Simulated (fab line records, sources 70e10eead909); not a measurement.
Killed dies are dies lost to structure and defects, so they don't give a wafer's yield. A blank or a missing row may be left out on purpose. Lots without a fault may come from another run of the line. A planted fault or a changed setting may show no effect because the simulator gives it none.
fab line records | flow nand_harc
record lots=24 wafers=72 last_day=29
route steps=1159 shown A_CHANNEL_FILL_D1@499 A_STAIRCASE@588
lots that met no fault: from a run of the same line without faults
start_h: hours from the record's first day to the start of the lot's first wafer shown | wait_h: hours since the lot's step before | " the same as in the row above | L1.1+2: a row that stands for several wafers | - no value, or no start given | * or withheld: withheld | < > ~ a bound
route shown NAME@n: a module of which the file shows steps, and the number in the route of the first | usual: mean/standard deviation of fault-free wafers | same: alike in all rows | chamber/n: place in a boat | sites: the reading at each site | _std_site: their standard deviation | _edge_site: outer sites' mean less inner sites' | radius_mm: how far each site lies from the wafer's centre | mask NAME#n: copy n | behind: the tool/chamber that last shaped the wafer | hold: why the lot was held/for how many hours/how that ended | device: the transistor (n, p or np) that didn't switch | end of line: the same wafers' tests at the end of the route | a step without rows: its recipe alone | killed: dies lost to structure and defects at the first sort, not the wafer's yield | map: a wafer's dies, x killed, . not, _ none there
set.NAME: the setting as run; set.NAME@STEP: as run at that earlier step | model.NAME: the simulator's own value behind a step, which no gauge read
steps of the route over a sample of lots; a table a step, a row a wafer
services: from which hour (start_h, from the record's first day; less than 0 if before it) a tool's chamber was out of use, for how many hours, and why
## steps
# step NHARC_A_CHANNEL_FILL_D1_ETCHBACK_19
# recipe target_depth_a=50 time_s=1.7 hbr_flow_sccm=150 cl2_flow_sccm=50 rf_w=400 icp_w=400 bias_w=100 chemistry=HBr/Cl2
# usual drypump_motor_current_A=5.9/0.39 oes_product_au=0.995/0.012 throttle_valve_pct=26.405/0.008
# columns lot.wafer tool chamber start_h wait_h drypump_motor_current_A oes_product_au rf_hours_counter_h throttle_valve_pct
L077.4 rie_si-04 3 271.83 0.4 5.4 0.983 1.9 26.405
L077.1 " 0 " " 5.4 1.001 1.7 26.411
L077.6 " 0 " " 5.4 0.993 - 26.412
L074.1 rie_si-01 3 271.85 0.4 5.6 0.993 1.1 26.412
L074.6 " 2 " " 6.4 0.972 - 26.402
L074.5 " 3 " " 5.6 1.007 - 26.405
L078.3 rie_si-04 3 271.91 0.4 5.4 0.986 1.9 26.414
L078.1 " 1 " " 6.5 1.008 2.0 26.412
L078.6 " 0 " " 5.4 0.988 - 26.386
L075.2 rie_si-02 0 278.56 0.4 5.9 1.007 0.6 26.405
L075.1 " 1 " " 6.3 1.003 0.6 26.403
L075.5 " 1 " " 6.3 1.000 - 26.398
L076.1 rie_si-01 3 278.58 0.4 5.6 0.985 1.1 26.412
L076.2 " 1 " " 5.6 0.997 1.2 26.411
L076.6 " 3 " " 5.6 1.006 - 26.396
L080.4 rie_si-02 2 285.28 0.4 5.8 1.007 0.6 26.399
L080.6 " 3 " " 6.1 0.997 - 26.396
L080.5 " 0 " " 5.9 1.016 - 26.409
L082.1 rie_si-01 0 285.29 0.4 6.1 1.010 1.4 26.416
L082.2 " 1 " " 5.6 1.000 1.3 26.414
L082.5 " 2 " " 6.5 0.978 - 26.396
L079.4 rie_si-04 1 285.29 0.4 6.5 1.001 0 26.398
L079.6 " 3 " " 5.4 0.978 - 26.414
L079.5 " 0 " " 5.4 0.991 - 26.401
L081.2 rie_si-02 3 285.33 0.5 6.1 0.997 0.6 26.406
L081.3 " 1 " " 6.3 1.010 0.7 26.400
L081.6 " 2 " " 5.8 1.015 - 26.400
L083.3 rie_si-04 2 291.18 0.4 5.8 0.981 0.0 26.392
L083.2 " 3 " " 5.4 0.978 0.0 26.404
L083.5 " 2 " " 5.8 0.990 - 26.405
L084.2 rie_si-02 1 291.19 0.4 6.4 1.000 0.7 26.382
L084.4 " 2 " " 5.8 1.009 0.6 26.413
L084.5 " 0 " " 5.9 1.015 - 26.413
L087.2 rie_si-04 2 294.80 0.4 5.8 0.973 0.0 26.405
L087.1 " 1 " " 6.5 0.995 0.0 26.416
L087.6 " 2 " " 5.8 0.976 - 26.395
L085.1 rie_si-02 1 294.82 0.4 6.3 0.995 0.8 26.419
L085.2 " 3 " " 6.1 0.985 0.6 26.394
L085.6 " 2 " " 5.9 1.010 - 26.411
L089.2 rie_si-04 1 302.69 0.4 6.5 1.000 0.1 26.390
L089.4 " 0 " " 5.4 1.005 - 26.396
L089.5 " 3 " " 5.4 0.985 - 26.413
L088.4 rie_si-02 1 302.69 0.4 6.3 0.990 0.9 26.406
L088.1 " 3 " " 6.1 0.999 0.7 26.415
L088.2 " 0 " " 5.9 1.017 0.8 26.400
L086.1 rie_si-01 1 302.71 0.4 5.6 0.999 1.5 26.417
L086.3 " 3 " " 5.5 0.997 1.4 26.396
L086.5 " 1 " " 5.6 0.994 - 26.415
L090.1 rie_si-02 0 307.13 0.4 5.9 1.013 0.8 26.415
L090.2 " 3 " " 6.1 0.991 0.8 26.413
L090.6 " 0 " " 5.9 1.010 - 26.412
L091.5 rie_si-04 0 307.18 0.4 5.3 0.985 - 26.407
L091.6 " 1 " " 6.5 0.994 - 26.420
L091.4 " 3 " " 5.4 0.986 - 26.409
L092.2 rie_si-02 3 307.20 0.4 6.1 0.988 0.8 26.416
L092.1 " 2 " " 5.9 0.996 0.9 26.379
L092.6 " 3 " " 6.1 0.980 - 26.403
L093.1 rie_si-04 3 318.15 0.4 5.4 0.981 0.3 26.398
L093.2 " 0 " " 5.4 0.994 0.4 26.404
L093.6 " 3 " " 5.4 0.988 - 26.399
L095.2 rie_si-04 0 321.98 0.4 5.4 1.010 0.4 26.407
L095.4 " 3 " " 5.4 0.993 0.4 26.416
L095.5 " 1 " " 6.4 1.010 - 26.402
L094.3 rie_si-01 2 322.00 0.4 6.5 0.976 0.1 26.409
L094.1 " 0 " " 6.2 0.965 0.1 26.408
L094.6 " 2 " " 6.5 0.985 - 26.423
L096.4 rie_si-02 1 340.07 0.4 6.3 0.985 1.3 26.413
L096.1 " 3 " " 6.1 0.990 1.1 26.403
L096.5 " 2 " " 5.8 0.999 - 26.399
L097.1 rie_si-01 2 343.82 0.4 6.5 0.993 0.2 26.410
L097.2 " 3 " " 5.6 1.014 0.2 26.403
L097.6 " 2 " " 6.5 0.993 - 26.403
# step NHARC_A_CHANNEL_FILL_D1_STRIP_28
# recipe time_s=20 o2_flow_sccm=500 ar_flow_sccm=0 bias_w=0 chemistry=O2
# usual drypump_motor_current_A=5.5/0.56 oes_product_au=0.998/0.0098 rf_vpp_V=57.9/0.92 showerhead_plenum_p_Torr=3.60/0.15 throttle_valve_pct=17.037/0.0095
# columns lot.wafer tool chamber start_h wait_h drypump_motor_current_A oes_product_au rf_hours_counter_h rf_vpp_V showerhead_plenum_p_Torr throttle_valve_pct
L074.1 rie_diel-07 2 272.08 0.1 5.2 0.998 1.0 57.9 3.70 17.046
L074.6 " 3 " " 6.3 0.995 - 57.9 3.75 17.043
L074.5 " 0 " " 5.0 1.000 - 58.3 3.63 17.041
L077.1 rie_diel-02 2 272.09 0.1 4.8 0.991 3.5 57.1 3.42 17.029
L077.4 " 1 " " 6.3 1.000 3.4 59.6 3.64 17.052
L077.6 " 2 " " 4.8 0.988 - 57.6 3.42 17.032
L078.3 rie_diel-02 3 272.13 0.1 5.0 1.008 3.4 56.7 3.37 17.022
L078.1 " 0 " " 5.7 0.992 3.2 57.7 3.75 17.034
L078.6 " 0 " " 5.7 0.980 - 58.2 3.75 17.043
L075.1 rie_diel-06 3 278.79 0.1 5.9 0.994 2.7 57.1 3.69 17.025
L075.2 " 0 " " 6.7 1.002 2.8 56.9 3.60 17.042
L075.5 " 2 " " 5.3 1.016 - 57.4 3.34 17.023
L076.2 rie_diel-07 2 278.79 0.1 5.2 0.980 1.0 58.3 3.70 17.043
L076.1 " 1 " " 5.3 0.995 1.1 58.4 3.60 17.051
L076.6 " 3 " " 6.3 0.999 - 58.5 3.75 17.029
L080.4 rie_diel-02 0 285.49 0.1 5.7 0.988 3.7 57.8 3.75 17.029
L080.6 " 3 " " 5.1 1.012 - 57.1 3.37 17.035
L080.5 " 0 " " 5.7 0.999 - 57.5 3.75 17.036
L082.2 rie_diel-07 0 285.52 0.1 4.9 1.003 1.6 57.4 3.63 17.020
L082.1 " 3 " " 6.3 0.997 1.4 58.5 3.75 17.040
L082.5 " 0 " " 4.9 0.998 - 58.8 3.63 17.066
L079.4 rie_diel-02 1 285.53 0.1 6.3 1.006 3.9 59.7 3.64 17.047
L079.5 " 2 " " 4.8 1.000 - 58.8 3.42 17.038
L079.6 " 3 " " 5.1 1.021 - 56.0 3.37 17.019
L081.3 rie_diel-07 2 285.56 0.1 5.2 0.990 1.3 57.7 3.70 17.032
L081.2 " 3 " " 6.3 0.992 1.4 58.7 3.75 17.043
L081.6 " 1 " " 5.3 1.002 - 56.9 3.60 17.034
L083.3 rie_diel-02 2 291.39 0.1 4.8 0.997 4.0 57.9 3.42 17.028
L083.2 " 3 " " 5.1 1.014 4.0 57.9 3.37 17.023
L083.5 " 3 " " 5.1 1.019 - 56.7 3.37 17.021
L084.4 rie_diel-07 3 291.39 0.1 6.3 0.995 1.5 59.7 3.75 17.029
L084.2 " 1 " " 5.3 1.010 1.6 58.7 3.60 17.018
L084.5 " 2 " " 5.2 0.986 - 58.3 3.70 17.046
L087.1 rie_diel-07 2 295.02 0.1 5.2 0.983 1.5 57.3 3.70 17.033
L087.2 " 3 " " 6.3 1.001 1.7 55.9 3.75 17.027
L087.6 " 3 " " 6.3 0.995 - 58.8 3.75 17.053
L085.1 rie_diel-06 0 295.34 0.3 6.7 0.991 7.7 59.0 3.60 17.016
L085.2 " 1 " " 5.0 1.002 8.0 57.2 3.75 17.038
L085.6 " 2 " " 5.3 1.007 - 57.1 3.34 17.033
L088.2 rie_diel-02 2 302.98 0.1 4.8 0.999 4.1 58.4 3.42 17.043
L088.1 " 3 " " 5.0 1.005 4.5 56.3 3.37 17.050
L088.4 " 2 " " 4.8 0.999 - 57.3 3.42 17.029
L086.3 rie_diel-02 2 303.01 0.1 4.8 1.000 4.1 58.3 3.42 17.028
L086.1 " 0 " " 5.7 1.004 4.2 59.7 3.75 17.020
L086.5 " 0 " " 5.8 0.998 - 58.1 3.75 17.042
L089.4 rie_diel-06 0 303.01 0.1 6.7 0.997 8.8 59.1 3.60 17.051
L089.2 " 3 " " 5.9 0.990 9.1 56.1 3.68 17.052
L089.5 " 0 " " 6.7 0.991 - 59.2 3.60 17.050
L090.2 rie_diel-02 3 307.37 0.1 5.0 1.013 4.5 57.2 3.37 17.044
L090.1 " 2 " " 4.8 0.982 4.2 57.1 3.42 17.032
L090.6 " 2 " " 4.8 0.984 - 57.5 3.42 17.039
L092.2 rie_diel-06 2 307.42 0.1 5.3 1.013 10.1 57.0 3.34 17.047
L092.1 " 0 " " 6.7 0.999 9.8 57.0 3.60 17.039
L092.6 " 3 " " 5.9 0.990 - 58.1 3.68 17.036
L091.4 rie_diel-07 2 307.44 0.1 5.2 0.979 - 59.1 3.70 17.047
L091.6 " 2 " " 5.2 0.993 - 60.3 3.70 17.025
L091.5 " 3 " " 6.3 0.996 - 59.0 3.75 17.049
L093.1 rie_diel-02 3 318.39 0.1 5.1 0.998 5.0 56.7 3.37 17.031
L093.2 " 0 " " 5.7 1.001 4.8 58.2 3.75 17.033
L093.6 " 3 " " 5.1 1.012 - 57.6 3.37 17.040
L094.3 rie_diel-07 3 322.20 0.1 6.3 0.984 3.4 59.6 3.75 17.038
L094.1 " 0 " " 5.0 1.010 2.6 58.1 3.63 17.031
L094.6 " 3 " " 6.2 0.990 - 57.7 3.75 17.030
L095.4 rie_diel-06 1 322.21 0.1 5.0 0.999 11.3 58.7 3.75 17.048
L095.2 " 2 " " 5.3 1.004 11.4 58.0 3.34 17.041
L095.5 " 0 " " 6.7 0.991 - 56.8 3.60 17.040
L096.4 rie_diel-02 1 340.29 0.1 6.2 0.977 0.1 57.8 3.64 17.040
L096.1 " 2 " " 4.8 0.999 0.1 57.8 3.42 17.021
L096.5 " 1 " " 6.2 0.986 - 58.1 3.64 17.020
L097.1 rie_diel-07 3 344.07 0.1 6.3 0.993 4.3 59.9 3.75 17.032
L097.2 " 0 " " 5.0 1.001 3.3 59.1 3.63 17.037
L097.6 " 3 " " 6.2 0.982 - 57.6 3.75 17.030
# step NHARC_A_CHANNEL_FILL_D1_CMP_10
# recipe target_thk_nm=150
# usual motor_current_A=12.0/1.5 time_to_endpoint_s=14.6/2.3
# columns lot.wafer tool chamber start_h wait_h motor_current_A time_to_endpoint_s
L078.3 cmp-02 2 295.33 0.4 12.2 14.6
L078.1 " 3 " " 11.2 14.9
L078.6 " 3 " " 10.8 14.0
L077.4 cmp-04 0 295.38 0.4 12.1 17.2
L077.1 " 1 " " 11.7 15.1
L077.6 " 2 " " 13.7 13.3
L074.1 cmp-02 1 299.05 0.4 10.8 12.7
L074.5 " 2 " " 13.2 13.4
L074.6 " 3 " " 10.9 13.5
L075.2 cmp-02 1 302.75 0.4 10.3 12.3
L075.1 " 2 " " 13.5 14.8
L075.5 " 2 " " 13.1 16.0
L076.2 cmp-03 0 302.83 0.4 10.3 17.9
L076.1 " 1 " " 10.2 15.5
L076.6 " 3 " " 15.5 15.3
L080.4 cmp-03 1 308.72 0.4 11.1 13.2
L080.5 " 0 " " 9.7 18.8
L080.6 " 1 " " 11.0 13.6
L079.4 cmp-04 2 308.74 0.4 13.4 15.4
L079.5 " 0 " " 12.0 16.2
L079.6 " 1 " " 12.3 14.8
L082.2 cmp-02 3 308.74 0.4 11.6 13.4
L082.1 " 0 " " 13.9 10.6
L082.5 " 2 " " 12.0 16.2
L084.2 cmp-03 1 312.33 0.4 11.3 14.4
L084.4 " 3 " " 14.3 14.9
L084.5 " 2 " " 11.1 13.7
L081.2 cmp-04 3 312.38 0.4 12.6 13.2
L081.3 " 0 " " 11.3 17.2
L081.6 " 2 " " 13.5 14.8
L083.2 cmp-03 1 314.73 0.4 10.3 16.6
L083.3 " 2 " " 11.9 16.8
L083.5 " 0 " " 10.4 16.0
L085.2 cmp-04 1 318.32 0.4 11.8 16.5
L085.1 " 2 " " 13.4 13.5
L085.6 " 1 " " 11.2 14.1
L087.2 cmp-02 0 318.32 0.4 13.6 10.2
L087.1 " 2 " " 12.9 14.8
L087.6 " 0 " " 13.2 10.6
L088.4 cmp-03 3 327.27 0.4 15.3 15.1
L088.2 " 0 " " 9.6 20.9
L088.1 " 2 " " 11.0 17.1
L086.1 cmp-04 0 327.30 0.4 11.6 14.9
L086.3 " 1 " " 11.3 16.8
L086.5 " 3 " " 12.5 13.5
L089.2 cmp-03 2 327.47 0.6 11.6 19.0
L089.4 " 3 " " 15.4 18.3
L089.5 " 1 " " 10.7 19.0
L090.2 cmp-03 1 330.89 0.4 11.1 17.1
L090.1 " 2 " " 11.5 17.1
L090.6 " 2 " " 11.3 16.4
L092.1 cmp-04 2 330.91 0.4 13.2 15.5
L092.2 " 0 " " 11.2 15.0
L092.6 " 3 " " 12.2 12.7
L091.4 cmp-02 2 330.94 0.4 12.9 17.1
L091.6 " 0 " " 13.7 11.3
L091.5 " 1 " " 10.8 14.4
L093.2 cmp-02 1 341.53 0.4 11.7 15.4
L093.1 " 3 " " 10.7 15.2
L093.6 " 1 " " 10.6 15.9
L095.2 cmp-02 0 345.23 0.4 14.4 10.2
L095.4 " 1 " " 10.3 12.9
L095.5 " 0 " " 14.2 9.3
L094.3 cmp-03 3 345.26 0.4 14.4 13.9
L094.1 " 0 " " 9.9 17.2
L094.6 " 1 " " 10.5 14.9
L096.1 cmp-02 3 363.33 0.4 10.7 15.5
L096.4 " 0 " " 14.1 9.9
L096.5 " 3 " " 10.9 13.5
L097.2 cmp-03 0 370.92 0.4 9.3 14.7
L097.1 " 1 " " 10.7 10.9
L097.6 " 2 " " 10.7 13.0
# step NHARC_A_STAIRCASE_ETCH_194
# recipe target_depth_a=1000 time_s=40.5 ion_energy_ev=400 c4f8_flow_sccm=20 o2_flow_sccm=10 ar_flow_sccm=withheld rf_w=600 bias_w=1000 chemistry=C4F8/O2
# usual oes_product_au=0.936/0.012 rf_vpp_V=897/4.9
# columns lot.wafer tool chamber start_h wait_h oes_product_au rf_hours_counter_h rf_vpp_V
L078.3 rie_diel-05 0 - - 0.933 31 897
L078.1 " 3 " " 0.943 33 891
L078.6 " 3 " " 0.939 - 891
L077.1 rie_diel-05 3 - - 0.934 34 891
L077.4 " 0 " " 0.936 - 897
L077.6 " 2 " " 0.923 - 901
L074.1 rie_diel-05 1 - - 0.952 33 893
L074.6 " 2 " " 0.934 - 900
L074.5 " 3 " " 0.949 - 891
L076.2 rie_diel-11 0 - - 0.950 32 906
L076.1 " 3 " " 0.927 32 899
L076.6 " 3 " " 0.931 - 898
L075.1 rie_diel-04 2 - - 0.929 5 899
L075.2 " 3 " " 0.922 8 905
L075.5 " 2 " " 0.929 - 897
L080.4 rie_diel-05 0 - - 0.922 38 897
L080.6 " 3 " " 0.928 - 893
L080.5 " 0 " " 0.935 - 897
L079.4 rie_diel-05 2 - - 0.927 42 901
L079.6 " 1 " " 0.934 - 894
L079.5 " 2 " " 0.927 - 900
L082.2 rie_diel-04 1 - - 0.925 12 898
L082.1 " 2 " " 0.940 9 899
L082.5 " 3 " " 0.923 - 904
L084.4 rie_diel-05 1 - - 0.948 40 894
L084.2 " 3 " " 0.963 42 892
L084.5 " 2 " " 0.941 - 902
L081.2 rie_diel-11 2 - - 0.936 35 887
L081.3 " 3 " " 0.935 40 899
L081.6 " 2 " " 0.936 - 888
L083.2 rie_diel-04 1 - - 0.935 15 898
L083.3 " 2 " " 0.945 12 898
L083.5 " 1 " " 0.932 - 897
L085.2 rie_diel-11 3 - - 0.933 43 898
L085.1 " 1 " " 0.928 29 901
L085.6 " 3 " " 0.927 - 899
L087.2 rie_diel-04 3 - - 0.941 17 905
L087.1 " 0 " " 0.939 18 891
L087.6 " 1 " " 0.941 - 899
L086.3 rie_diel-04 3 - - 0.920 23 904
L086.1 " 1 " " 0.936 23 898
L086.5 " 2 " " 0.940 - 898
L089.4 rie_diel-05 2 - - 0.925 52 902
L089.2 " 0 " " 0.933 48 897
L089.5 " 1 " " 0.937 - 894
L088.4 rie_diel-04 1 - - 0.944 24 899
L088.1 " 3 " " 0.922 24 904
L088.2 " 0 " " 0.936 25 891
L090.2 rie_diel-11 1 - - 0.919 42 901
L090.1 " 3 " " 0.928 53 898
L090.6 " 1 " " 0.924 - 901
L091.4 rie_diel-11 3 - - 0.919 54 899
L091.5 " 3 " " 0.918 - 898
L091.6 " 0 " " 0.922 - 904
L092.2 rie_diel-11 3 - - 0.920 54 898
L092.1 " 1 " " 0.937 43 900
L092.6 " 0 " " 0.934 - 904
L093.1 rie_diel-04 0 - - 0.936 36 892
L093.2 " 1 " " 0.947 35 896
L093.6 " 1 " " 0.952 - 898
L095.2 rie_diel-05 1 - - 0.938 3 893
L095.4 " 0 " " 0.930 3 896
L095.5 " 2 " " 0.922 - 901
L094.1 rie_diel-04 2 - - 0.953 31 897
L094.3 " 3 " " 0.946 35 905
L094.6 " 2 " " 0.949 - 896
L096.4 rie_diel-05 0 - - 0.939 15 897
L096.1 " 2 " " 0.948 10 902
L096.5 " 0 " " 0.945 - 897
L097.2 rie_diel-05 0 - - 0.949 16 896
L097.1 " 1 " " 0.955 14 893
L097.6 " 0 " " 0.940 - 897
# step NHARC_A_STAIRCASE_TRIM_196
# recipe time_s=211.2 o2_flow_sccm=500 ar_flow_sccm=0 bias_w=0 chemistry=O2
# usual drypump_motor_current_A=5.8/0.46 oes_product_au=0.997/0.01 rf_vpp_V=57.8/0.92 showerhead_plenum_p_Torr=3.56/0.15 throttle_valve_pct=17.036/0.0092
# columns lot.wafer tool chamber start_h wait_h drypump_motor_current_A oes_product_au rf_hours_counter_h rf_vpp_V showerhead_plenum_p_Torr throttle_valve_pct
L078.1 rie_diel-05 0 304.66 0.1 5.3 0.994 31 57.4 3.55 17.026
L078.3 " 2 " " 6.4 0.991 34 59.2 3.67 17.032
L078.6 " 0 " " 5.2 0.995 - 58.1 3.55 17.043
L077.4 rie_diel-11 3 305.78 0.1 5.3 0.997 28 57.3 3.60 17.038
L077.1 " 2 " " 5.9 0.986 27 56.9 3.32 17.047
L077.6 " 3 " " 5.3 0.993 - 58.1 3.60 17.024
L074.1 rie_diel-04 1 308.35 0.1 5.4 1.006 5 57.5 3.59 17.050
L074.5 " 1 " " 5.4 1.012 - 56.1 3.59 17.033
L074.6 " 2 " " 6.4 1.015 - 58.3 3.58 17.043
L076.1 rie_diel-04 3 312.73 0.1 5.1 0.984 8 59.9 3.78 17.033
L076.2 " 2 " " 6.4 0.995 5 58.8 3.58 17.021
L076.6 " 0 " " 6.4 1.010 - 58.3 3.41 17.026
L075.2 rie_diel-04 1 313.36 0.1 5.4 1.006 8 57.1 3.59 17.053
L075.1 " 3 " " 5.1 0.994 8 58.0 3.78 17.029
L075.5 " 0 " " 6.4 1.014 - 58.1 3.41 17.027
L080.4 rie_diel-04 3 318.86 0.1 5.1 0.984 11 58.9 3.78 17.025
L080.5 " 1 " " 5.4 0.996 - 57.1 3.59 17.031
L080.6 " 2 " " 6.4 1.005 - 57.9 3.58 17.034
L079.4 rie_diel-05 0 319.52 0.1 5.2 0.988 38 58.0 3.55 17.021
L079.6 " 3 " " 5.5 0.997 - 56.2 3.39 17.049
L079.5 " 0 " " 5.2 0.994 - 59.1 3.55 17.035
L082.1 rie_diel-11 3 320.28 0.2 5.3 0.988 37 57.0 3.59 17.036
L082.2 " 1 " " 5.8 1.001 24 57.4 3.64 17.040
L082.5 " 0 " " 6.1 1.002 - 58.4 3.79 17.035
L084.4 rie_diel-05 0 322.35 0.2 5.3 1.002 40 56.6 3.55 17.043
L084.2 " 2 " " 6.5 0.999 44 59.3 3.66 17.041
L084.5 " 3 " " 5.5 0.998 - 57.3 3.39 17.027
L081.2 rie_diel-11 0 324.23 0.1 6.1 1.010 39 59.7 3.79 17.022
L081.3 " 1 " " 5.8 1.016 27 57.4 3.64 17.049
L081.6 " 2 " " 5.9 0.990 - 57.6 3.31 17.031
L083.2 rie_diel-05 0 325.12 0.1 5.3 0.991 42 58.5 3.54 17.024
L083.3 " 1 " " 6.1 1.017 43 58.7 3.46 17.022
L083.5 " 0 " " 5.3 0.997 - 57.9 3.54 17.039
L085.1 rie_diel-05 1 328.75 0.1 6.1 1.009 43 57.7 3.46 17.043
L085.2 " 3 " " 5.5 1.007 45 58.0 3.39 17.034
L085.6 " 1 " " 6.1 1.019 - 56.8 3.46 17.041
L087.2 rie_diel-04 1 329.14 0.2 5.4 1.005 18 57.2 3.59 17.044
L087.1 " 2 " " 6.4 1.003 14 56.8 3.57 17.038
L087.6 " 3 " " 5.1 0.986 - 56.5 3.77 17.044
L086.1 rie_diel-11 2 337.39 0.1 5.9 0.978 44 58.0 3.31 17.037
L086.3 " 0 " " 6.1 1.004 49 57.6 3.78 17.043
L086.5 " 2 " " 5.9 0.974 - 56.0 3.31 17.045
L089.2 rie_diel-04 3 337.61 0.2 5.1 0.993 24 58.1 3.77 17.037
L089.4 " 0 " " 6.4 1.010 25 56.0 3.40 17.021
L089.5 " 1 " " 5.4 1.000 - 58.1 3.58 17.057
L088.4 rie_diel-11 3 338.43 0.1 5.3 0.995 49 58.2 3.59 17.045
L088.1 " 0 " " 6.1 0.998 50 57.8 3.78 17.051
L088.2 " 2 " " 5.9 0.969 45 59.0 3.31 17.053
L090.2 rie_diel-11 0 345.13 0.5 6.1 0.999 55 59.6 3.78 17.029
L090.1 " 1 " " 5.9 0.999 43 57.8 3.63 17.042
L090.6 " 1 " " 5.8 0.995 - 57.9 3.63 17.050
L091.4 rie_diel-11 0 346.42 0.5 6.0 0.991 56 58.7 3.78 17.025
L091.5 " 1 " " 5.8 0.998 - 57.7 3.63 17.045
L091.6 " 2 " " 5.9 0.968 - 57.6 3.31 17.035
L092.2 rie_diel-11 2 346.94 0.6 5.9 0.978 50 56.2 3.31 17.024
L092.1 " 1 " " 5.9 0.999 43 56.9 3.63 17.035
L092.6 " 3 " " 5.3 0.996 - 57.8 3.58 17.028
L093.1 rie_diel-04 1 354.78 0.1 5.4 0.994 35 55.7 3.58 17.044
L093.2 " 2 " " 6.5 0.995 30 59.0 3.57 17.030
L093.6 " 3 " " 5.1 0.997 - 58.1 3.76 17.023
L095.2 rie_diel-04 2 355.71 0.1 6.5 1.012 31 58.0 3.57 17.032
L095.4 " 0 " " 6.4 1.008 36 56.7 3.39 17.041
L095.5 " 2 " " 6.5 1.000 - 57.6 3.57 17.037
L094.1 rie_diel-11 2 356.26 0.1 5.9 0.976 56 57.0 3.30 17.040
L094.3 " 3 " " 5.4 0.990 61 57.6 3.58 17.037
L094.6 " 3 " " 5.3 0.991 - 57.8 3.58 17.036
L096.4 rie_diel-05 0 377.64 0.1 5.3 0.999 15 57.8 3.53 17.047
L096.1 " 2 " " 6.5 0.993 11 58.5 3.65 17.047
L096.5 " 3 " " 5.5 1.008 - 57.8 3.38 17.028
L097.2 rie_diel-11 1 380.96 0.1 5.9 0.999 1 58.6 3.63 17.029
L097.1 " 3 " " 5.3 0.985 1 59.7 3.58 17.038
L097.6 " 2 " " 5.9 0.991 - 56.8 3.30 17.042
# step NHARC_A_STAIRCASE_ETCH_199
# recipe target_depth_a=1000 time_s=40.5 ion_energy_ev=400 c4f8_flow_sccm=20 o2_flow_sccm=10 ar_flow_sccm=withheld rf_w=600 bias_w=1000 chemistry=C4F8/O2
# usual oes_product_au=0.937/0.018 rf_vpp_V=898/5.5
# columns lot.wafer tool chamber start_h wait_h oes_product_au rf_hours_counter_h rf_vpp_V
L078.1 rie_diel-05 0 - - 0.942 31 898
L078.3 " 2 " " 0.929 34 902
L078.6 " 2 " " 0.926 - 902
L077.1 rie_diel-11 0 - - 0.945 29 906
L077.4 " 2 " " 0.958 27 890
L077.6 " 1 " " 0.972 - 901
L074.1 rie_diel-04 2 - - 0.949 2 898
L074.6 " 3 " " 0.926 - 905
L074.5 " 0 " " 0.949 - 892
L076.2 rie_diel-04 2 - - 0.943 5 899
L076.1 " 0 " " 0.926 8 893
L076.6 " 2 " " 0.947 - 897
L075.1 rie_diel-04 1 - - 0.929 9 897
L075.2 " 2 " " 0.942 6 898
L075.5 " 3 " " 0.926 - 905
L080.4 rie_diel-04 2 - - 0.947 9 898
L080.6 " 3 " " 0.935 - 905
L080.5 " 0 " " 0.934 - 891
L079.4 rie_diel-05 3 - - 0.925 41 890
L079.5 " 1 " " 0.931 - 894
L079.6 " 2 " " 0.915 - 901
L082.2 rie_diel-11 2 - - 0.904 34 889
L082.1 " 3 " " 0.916 38 899
L082.5 " 0 " " 0.932 - 905
L084.2 rie_diel-05 0 - - 0.927 40 896
L084.4 " 2 " " 0.922 44 901
L084.5 " 0 " " 0.938 - 896
L081.3 rie_diel-11 0 - - 0.947 40 905
L081.2 " 1 " " 0.942 27 901
L081.6 " 3 " " 0.959 - 898
L083.2 rie_diel-11 0 325.78 - 1.007 40 904
L083.3 " 1 " " 1.003 28 898
L083.5 " 3 " " 0.994 - 899
L085.2 rie_diel-05 1 - - 0.958 44 894
L085.1 " 2 " " 0.930 47 900
L085.6 " 0 " " 0.941 - 896
L087.2 rie_diel-04 3 - - 0.924 18 904
L087.1 " 2 " " 0.940 14 896
L087.6 " 3 " " 0.927 - 903
L089.4 rie_diel-04 1 - - 0.937 24 898
L089.2 " 2 " " 0.922 20 898
L089.5 " 0 " " 0.932 - 889
L086.3 rie_diel-11 1 - - 0.942 37 900
L086.1 " 2 " " 0.914 45 888
L086.5 " 1 " " 0.933 - 899
L088.1 rie_diel-11 0 - - 0.956 50 904
L088.4 " 1 " " 0.941 38 900
L088.2 " 2 " " 0.912 46 888
L090.1 rie_diel-11 2 - - 0.903 51 889
L090.2 " 3 " " 0.907 55 899
L090.6 " 2 " " 0.911 - 888
L091.4 rie_diel-11 0 - - 0.919 57 905
L091.5 " 3 " " 0.907 - 898
L091.6 " 0 " " 0.930 - 904
L092.1 rie_diel-11 2 - - 0.913 52 887
L092.2 " 1 " " 0.930 45 899
L092.6 " 2 " " 0.911 - 887
L093.2 rie_diel-04 2 - - 0.955 31 897
L093.1 " 3 " " 0.939 34 904
L093.6 " 2 " " 0.952 - 898
L095.2 rie_diel-04 3 - - 0.939 35 904
L095.4 " 1 " " 0.937 36 898
L095.5 " 2 " " 0.942 - 897
L094.1 rie_diel-11 3 - - 0.951 61 899
L094.3 " 0 " " 0.947 62 903
L094.6 " 1 " " 0.942 - 900
L096.4 rie_diel-05 3 - - 0.937 13 890
L096.1 " 0 " " 0.935 15 896
L096.5 " 2 " " 0.943 - 902
L097.2 rie_diel-11 0 - - 0.932 1 904
L097.1 " 2 " " 0.933 1 888
L097.6 " 1 " " 0.931 - 899
## services
# columns tool chamber start_h hours kind
rie_diel-11 1 247.87 8.7 repair
rie_diel-02 - 249.98 0.2 repair
cmp-03 - 254.05 4.0 pm
rie_diel-05 - 262.28 3.0 repair
cmp-02 - 263.61 0.9 repair
rie_si-02 3 267.38 4.6 repair
rie_si-04 - 276.00 9.0 pm
rie_si-04 - 288.21 0.5 repair
rie_diel-04 - 289.00 9.0 pm
rie_diel-02 2 292.86 5.9 repair
rie_si-04 2 295.05 14.2 repair
rie_diel-02 1 295.29 27.3 repair
rie_diel-07 0 302.16 15.4 repair
rie_diel-05 1 303.01 3.9 repair
rie_diel-07 1 306.29 3.3 repair
rie_diel-11 1 307.64 8.5 repair
cmp-02 - 310.08 4.4 repair
cmp-02 - 324.52 4.0 pm
rie_si-02 1 325.54 3.9 repair
rie_diel-02 - 327.70 9.0 pm
rie_diel-05 - 341.18 9.0 pm
rie_diel-07 2 349.73 2.7 repair
rie_diel-11 - 367.63 9.0 pm
rie_diel-02 2 381.34 3.1 repair
## key
fault none
